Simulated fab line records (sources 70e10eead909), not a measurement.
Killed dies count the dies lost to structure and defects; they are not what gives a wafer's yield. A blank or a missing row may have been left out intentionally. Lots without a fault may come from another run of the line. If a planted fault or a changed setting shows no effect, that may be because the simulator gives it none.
fab line records + flow nand_harc
[record]
- lots = 4
- wafers = 12
- last_day = 29
route steps=1302 shown A_ONON_D2@549 A_CHANNEL_HOLE_D2@570 END@1302
lots untouched by any fault: they come from a run of this same line in which no faults occurred
start_h: hours from the record's first day to the start of the lot's first wafer shown + wait_h: hours elapsed since this lot's preceding step + " identical to the entry in the row above + L1.1+2: a single row standing in for several wafers + - no value, or no start given + * or withheld: withheld + < > ~ a bound
route shown NAME@n: names a module that has steps shown in the file, with the first one's number in the route + usual: average and standard deviation across the fault-free wafers + same: alike in all rows + chamber/n: place in a boat + sites: the reading at each site + _std_site: how widely they spread, as a standard deviation + _edge_site: mean of outer sites minus mean of inner sites + radius_mm: for every site, how far away it sits from the centre of the wafer + mask NAME#n: copy n + behind: tool/chamber where the wafer was last shaped + hold: why the lot went on hold/how many hours it stayed there/how the hold came to an end + device: whichever transistor did not switch (one of n, p or np) + end of line: at the end of the route, the tests of the same wafers + a step given without rows: its recipe and nothing more + killed: dies lost to structure and defects at the first sort, not the wafer's yield + map: the dies of a wafer, with x for killed, . for not killed, _ for no die there
set.NAME: the setting that was run; set.NAME@STEP: the one run at that earlier step + model.NAME: the simulator's own value behind a step, which no gauge read
a table for each step, a row for each wafer; lots at some steps of the route
services: the hour from which a tool's chamber was out of use, counted from the record's first day as start_h (under 0 if before that day), plus the number of hours and why
[[steps]]
[step NHARC_A_ONON_D2_DEP_06]
[recipe]
- target_thk_a = 10000
- n2_flow_sccm = 2750
- n2o_flow_sccm = 2000
- nh3_flow_sccm = 500
- sih4_flow_sccm = 210
- temp_c = 400
[step NHARC_A_ONON_D2_DEP_09]
[recipe]
- target_thk_a = 10000
- n2_flow_sccm = 2750
- n2o_flow_sccm = 2000
- nh3_flow_sccm = 500
- sih4_flow_sccm = 210
- temp_c = 400
[step NHARC_A_ONON_D2_DEP_12]
[recipe]
- target_thk_a = 10000
- n2_flow_sccm = 2750
- n2o_flow_sccm = 2000
- nh3_flow_sccm = 500
- sih4_flow_sccm = 210
- temp_c = 400
[step NHARC_A_ONON_D2_ANNEAL_15]
[recipe]
- temp_c = 750
- time_s = 3600
[step NHARC_A_ONON_D2_DEP_16]
[recipe]
- target_thk_a = 10000
- n2_flow_sccm = 2750
- n2o_flow_sccm = 2000
- nh3_flow_sccm = 500
- sih4_flow_sccm = 210
- temp_c = 400
[step NHARC_A_ONON_D2_DEP_19]
[recipe]
- target_thk_a = 10000
- n2_flow_sccm = 2750
- n2o_flow_sccm = 2000
- nh3_flow_sccm = 500
- sih4_flow_sccm = 210
- temp_c = 400
[step NHARC_A_ONON_D2_DEP_22]
[recipe]
- target_thk_a = 10000
- n2_flow_sccm = 2750
- n2o_flow_sccm = 2000
- nh3_flow_sccm = 500
- sih4_flow_sccm = 210
- temp_c = 400
| lot.wafer  | tool          | chamber | start_h | wait_h |
|------------|---------------|---------|---------|--------|
| L481.2+3+5 | pecvd_onon-04 | 0       | 298.29  | 0.1    |
| L482.1+5+6 | pecvd_onon-04 | 0       | 309.98  | 0.1    |
| L492.3+4+6 | pecvd_onon-04 | 0       | 402.56  | 0.2    |
| L494.1+2+4 | pecvd_onon-04 | 0       | 418.48  | 0.1    |
[step NHARC_A_ONON_D2_DEP_25]
[recipe]
- target_thk_a = 10000
- n2_flow_sccm = 2750
- n2o_flow_sccm = 2000
- nh3_flow_sccm = 500
- sih4_flow_sccm = 210
- temp_c = 400
[step NHARC_A_ONON_D2_DEP_28]
[recipe]
- target_thk_a = 10000
- n2_flow_sccm = 2750
- n2o_flow_sccm = 2000
- nh3_flow_sccm = 500
- sih4_flow_sccm = 210
- temp_c = 400
[step NHARC_A_ONON_D2_DEP_33]
[recipe]
- target_thk_a = 2000
- temp_c = 400
- pressure_torr = 6.5
- rf_w = 900
- teos_flow_sccm = 161.4
- flow_sccm = 2650
- target_thk_nm = 200
- gas = O2
- material = SiO2
[step NHARC_A_CHANNEL_HOLE_D2_DEP_00]
[recipe]
- target_thk_a = 31000
- temp_c = 400
- material = aC
[step NHARC_A_CHANNEL_HOLE_D2_DEP_01]
[recipe]
- target_thk_a = 1400
- target_thk_nm = 140
- temp_c = 400
- pressure_torr = 3.5
- flow_sccm = 200
- rf_w = 350
- material = SiON
[step NHARC_A_CHANNEL_HOLE_D2_DEHYDRATE_02]
[recipe]
- temp_c = 150
- time_s = 120
[step NHARC_A_CHANNEL_HOLE_D2_HMDS_03]
[recipe]
- time_s = 30
[step NHARC_A_CHANNEL_HOLE_D2_COAT_36]
[recipe]
- temp_c = 260
- time_s = 75
[step NHARC_A_CHANNEL_HOLE_D2_COAT_37]
[recipe]
- temp_c = 225
- time_s = 65
[step NHARC_A_CHANNEL_HOLE_D2_COAT_04]
[recipe]
- spin_rpm = 1500
- resist_thk_nm = 90
[step NHARC_A_CHANNEL_HOLE_D2_SOFTBAKE_05]
[recipe]
- temp_c = 105
- time_s = 55
[step NHARC_A_CHANNEL_HOLE_D2_EBR_06]
[step NHARC_A_CHANNEL_HOLE_D2_EXPOSE_07]
[recipe]
- na = 1.35
- target_cd_nm = 100
- sigma_outer = 0.3
- dose_mj = 59.65
- mask_id = HOLE_D2
[step NHARC_A_CHANNEL_HOLE_D2_PEB_08]
[recipe]
- peb_temp_c = 100
- peb_time_s = 65
[step NHARC_A_CHANNEL_HOLE_D2_DEVELOP_09]
[recipe]
- develop_time_s = 35
- dev_temp_c = 23
[step NHARC_A_CHANNEL_HOLE_D2_DESCUM_15]
[recipe]
- time_s = 3
- o2_flow_sccm = 200
- ar_flow_sccm = 0
- bias_power_w = 0
- chemistry = O2
[step NHARC_A_CHANNEL_HOLE_D2_ETCH_38]
[recipe]
- target_depth_a = 390
- over_etch_frac = 0.3
- time_s = 65
- ion_energy_ev = 80
- cf4_flow_sccm = 150
- ar_flow_sccm = 0
- rf_w = 300
- bias_w = 100
- chemistry = CF4
[step NHARC_A_CHANNEL_HOLE_D2_ETCH_39]
[recipe]
- target_depth_a = 2600
- over_etch_frac = 0.3
- time_s = 325
- ion_energy_ev = 200
- n2_flow_sccm = 150
- h2_flow_sccm = 150
- ar_flow_sccm = 0
- rf_w = 400
- bias_w = 150
- chemistry = N2/H2
[step NHARC_A_CHANNEL_HOLE_D2_ETCH_34]
[recipe]
- target_depth_a = 1540
- time_s = 77
- cf4_flow_sccm = 100
- chf3_flow_sccm = 30
- ar_flow_sccm = 0
- rf_w = 500
- bias_w = 200
- chemistry = CF4/CHF3
[step NHARC_A_CHANNEL_HOLE_D2_ETCH_16]
[recipe]
- target_depth_a = 31000
- over_etch_frac = 0.3
- time_s = 806
- ion_energy_ev = 150
- o2_flow_sccm = 400
- cos_flow_sccm = 20
- ar_flow_sccm = 0
- rf_w = 500
- bias_w = 300
- chemistry = O2/COS
[step NHARC_END_SORT_01]
[recipe]
- temp_c = 25
[usual]
- killed_at_array = 57/20
- killed_at_other = 1.3/1.4
- killed_at_periphery = 3.4/2.4
- killed_dies = 61/19
- killed_open = 2.9/1.8
- killed_short = 2.5/1.6
[same]
- gross_dies = 677
| lot.wafer | tool      | chamber | start_h | wait_h | killed_at_array | killed_at_other | killed_at_periphery | killed_dies | killed_open | killed_short |
|-----------|-----------|---------|---------|--------|-----------------|-----------------|---------------------|-------------|-------------|--------------|
| L481.2    | prober-01 | 0       | 577.80  | 2.8    | 73              | 0               | 2                   | 75          | 3           | 5            |
| L481.3    | prober-01 | 0       | 578.61  | 3.1    | 70              | 1               | 3                   | 74          | 3           | 1            |
| L481.5    | prober-01 | 0       | 580.22  | 3.7    | 45              | 0               | 2                   | 47          | 2           | 1            |
| L482.1    | prober-01 | 0       | 589.00  | 2.5    | 20              | 0               | 10                  | 30          | 3           | 2            |
| L482.5    | prober-01 | 0       | 592.15  | 3.7    | 28              | 0               | 10                  | 38          | 5           | 4            |
| L482.6    | prober-01 | 0       | 592.94  | 3.9    | 20              | 1               | 8                   | 29          | 2           | 1            |
| L492.3    | prober-01 | 0       | 692.29  | 3.1    | 118             | 3               | 1                   | 122         | 0           | 2            |
| L492.4    | prober-01 | 0       | 693.08  | 3.4    | 121             | 5               | 6                   | 132         | 3           | 0            |
| L492.6    | prober-01 | 0       | 694.67  | 4.0    | 119             | 1               | 5                   | 125         | 3           | 3            |
| L494.1    | prober-01 | 0       | 705.14  | 2.4    | 124             | 0               | 0                   | 124         | 1           | 0            |
| L494.2    | prober-01 | 0       | 705.95  | 2.8    | 123             | 1               | 4                   | 128         | 0           | 3            |
| L494.4    | prober-01 | 0       | 707.58  | 3.4    | 117             | 0               | 2                   | 119         | 3           | 1            |
// killed by level:class
L481.2 A_CHANNEL_HOLE_D1:chamber_film_flake=29 A_CHANNEL_HOLE_D2:chamber_film_flake=28 A_DECK1_JOINT:chamber_film_flake=3 A_CONTACT:chamber_film_flake=3 A_CHANNEL_FILL_D1:geometric_particle:short=2 A_CHANNEL_FILL_D1:chamber_film_flake=2 P_CONTACT:geometric_particle:open=1 A_ONON_D1:geometric_particle:open=1
L481.3 A_CHANNEL_HOLE_D2:chamber_film_flake=28 A_CHANNEL_HOLE_D1:chamber_film_flake=23 A_CONTACT:chamber_film_flake=7 A_WL_FILL:chamber_film_flake=3 A_DECK1_JOINT:chamber_film_flake=2 P_M1:geometric_particle:open=1 A_ONON_D2:geometric_particle:short=1 A_ONON_D2:geometric_particle:open=1
L481.5 A_CHANNEL_HOLE_D2:chamber_film_flake=19 A_CHANNEL_HOLE_D1:chamber_film_flake=15 A_CONTACT:chamber_film_flake=2 P_STI:chamber_film_flake=2 A_STAIRCASE:chamber_film_flake=2 A_WL_FILL:chamber_film_flake=2 A_ONON_D1:geometric_particle:open=1 A_CHANNEL_FILL_D2:geometric_particle:short=1
L482.1 A_CHANNEL_HOLE_D2:chamber_film_flake=8 P_STI:chamber_film_flake=4 P_M1:chamber_film_flake=3 A_CHANNEL_HOLE_D1:chamber_film_flake=3 A_SLIT:chamber_film_flake=2 A_WL_FILL:chamber_film_flake=2 P_GATE:geometric_particle:open=1 P_M0:geometric_particle:open=1
L482.5 A_CHANNEL_HOLE_D2:chamber_film_flake=10 A_CHANNEL_FILL_D2:geometric_particle:short=4 P_STI:chamber_film_flake=4 P_M1:chamber_film_flake=4 A_CHANNEL_HOLE_D1:chamber_film_flake=3 A_CONTACT:chamber_film_flake=3 A_STAIRCASE:chamber_film_flake=2 A_SLIT:chamber_film_flake=2
L482.6 A_CHANNEL_HOLE_D2:chamber_film_flake=7 A_STAIRCASE:chamber_film_flake=4 A_SLIT:chamber_film_flake=3 P_GATE:chamber_film_flake=2 P_M1:chamber_film_flake=2 A_CHANNEL_HOLE_D1:chamber_film_flake=2 A_CONTACT:chamber_film_flake=2 P_M0:geometric_particle:open=1
L492.3 A_ONON_D2:unspecified=70 A_SLIT:chamber_film_flake=29 A_STAIRCASE:chamber_film_flake=6 A_CHANNEL_HOLE_D1:chamber_film_flake=5 THIN_TSV:chamber_film_flake=3 A_CHANNEL_FILL_D2:chamber_film_flake=2 A_ONON_D2:geometric_particle:short=1 A_SGD_CUT:geometric_particle:short=1
L492.4 A_ONON_D2:unspecified=69 A_SLIT:chamber_film_flake=33 A_CHANNEL_HOLE_D1:chamber_film_flake=9 THIN_TSV:chamber_film_flake=5 P_GATE:chamber_film_flake=3 A_STAIRCASE:chamber_film_flake=3 A_CONTACT:chamber_film_flake=3 P_M2:chamber_film_flake=2
L492.6 A_ONON_D2:unspecified=65 A_SLIT:chamber_film_flake=30 A_CHANNEL_HOLE_D1:chamber_film_flake=10 P_GATE:chamber_film_flake=3 A_WL_FILL:geometric_particle:short=2 P_STI:chamber_film_flake=2 A_CHANNEL_FILL_D2:chamber_film_flake=2 A_WL_FILL:chamber_film_flake=2
L494.1 A_ONON_D2:unspecified=64 A_CHANNEL_HOLE_D1:chamber_film_flake=39 A_CHANNEL_HOLE_D2:chamber_film_flake=14 A_STAIRCASE:chamber_film_flake=3 A_DECK1_JOINT:chamber_film_flake=2 A_SGD_CUT:geometric_particle:open=1 A_SLIT:chamber_film_flake=1
L494.2 A_ONON_D2:unspecified=68 A_CHANNEL_HOLE_D1:chamber_film_flake=23 A_CHANNEL_HOLE_D2:chamber_film_flake=22 A_STAIRCASE:chamber_film_flake=3 P_M0:chamber_film_flake=2 A_SLIT:chamber_film_flake=2 A_CHANNEL_FILL_D1:geometric_particle:short=1 A_STAIRCASE:geometric_particle:short=1
L494.4 A_ONON_D2:unspecified=63 A_CHANNEL_HOLE_D1:chamber_film_flake=24 A_CHANNEL_HOLE_D2:chamber_film_flake=19 A_CHANNEL_FILL_D1:geometric_particle:open=2 P_GATE:chamber_film_flake=2 A_STAIRCASE:chamber_film_flake=2 A_SLIT:chamber_film_flake=2 A_ONON_D1:geometric_particle:short=1
// map L492.4 (x killed, . not)
____________.____________
_________......x_________
_______......xxxx._______
______.......x...xx______
_____.......x.xxxxx._____
____.........xxxxxx..____
____..........x.xxx..____
___..........xxxxx....___
___..........xxxxx....___
__x...x................__
__xxxxx.x.....x........__
_.xxx..................._
_xxxxx.x................_
_xxxxxx..........x......_
_xxxxxx................._
_xxxxxxxx..............._
xxxxxxx..................
.xxxxxxx.................
xxxxxx.x.....x...........
x.xxxx.x.................
.xxxx.x..................
_.x.xx.x..........x....._
_..x....x.....x...x....._
_.x...x.......x........x_
_x.xx.x......x.........._
_...x.........x........._
__..............x......__
__.x...................__
___...............x...___
___...................___
____.................____
____.................____
_____............x.._____
______.............______
_______.x....x...._______
_________......._________
____________.____________
// map L494.2 (x killed, . not)
____________x____________
_________......._________
_______.x........._______
______.x......x.xx.______
_____xx.x....xx.x..._____
____x.xx......xxxx...____
____xx.......x.xx.x..____
___.xxxx....x.x.x.xx..___
___xxxxx..............___
__.xx..x........x......__
__x.xxx...x.....x......__
_xxxxx.................._
_xxxxxxx................_
_xxxxxx................._
_xxxxxx...x............._
_xxxxxx................._
xxxxxxxx....x............
xxxxxxxx...x.............
.xxxxxx..................
xxxxxx.x.................
x.xx.x...................
_.x.x..............x...._
_......................._
_.................x....._
_..x.......x............_
_......................x_
__..x...............x..__
__..........x.......x..__
___...................___
___..................x___
____........x........____
____.................____
_____..............._____
______.............______
_______..........._______
_________......._________
____________.____________
[[services]]
| tool          | chamber | start_h | hours | kind |
|---------------|---------|---------|-------|------|
| pecvd_onon-04 | -       | 311.63  | 13.0  | pm   |
[[key]]
[first_sign]
- step = NHARC_END_SORT_01
- reading = killed_dies
- direction = up
- sigmas = 3.3
- usual = 61
- struck = 125
[effect]
- step = NHARC_END_SORT_01
- reading = killed_at_array
- direction = up
- sigmas = 3.2
- usual = 57
- struck = 120
[more_kills_born_at]
- NHARC_A_ONON_D2_DEP_22@pecvd_onon-04 = 399
met_at NHARC_A_ONON_D2_DEP_22
struck_wafers L492.3,L492.4,L492.6,L494.1,L494.2,L494.4
tester_left_out L492,L494
onset_between 309.98 402.56
also_fits time
[fault]
- kind = chamber_particle_source
- tool = pecvd_onon-04
- chamber = -
- onset_h = 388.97
- steps = NHARC_A_ONON_D2_DEP_22
- rate_per_visit_cm2 = 0.59007
- end_h = 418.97
// tester_left_out: of these lots the tester's yield and bins aren't shown, on N5 and GAA mostly nor the transistor test; their killed dies are dies lost to structure and defects alone, not to doping, threshold or leakage, so they don't give the yield
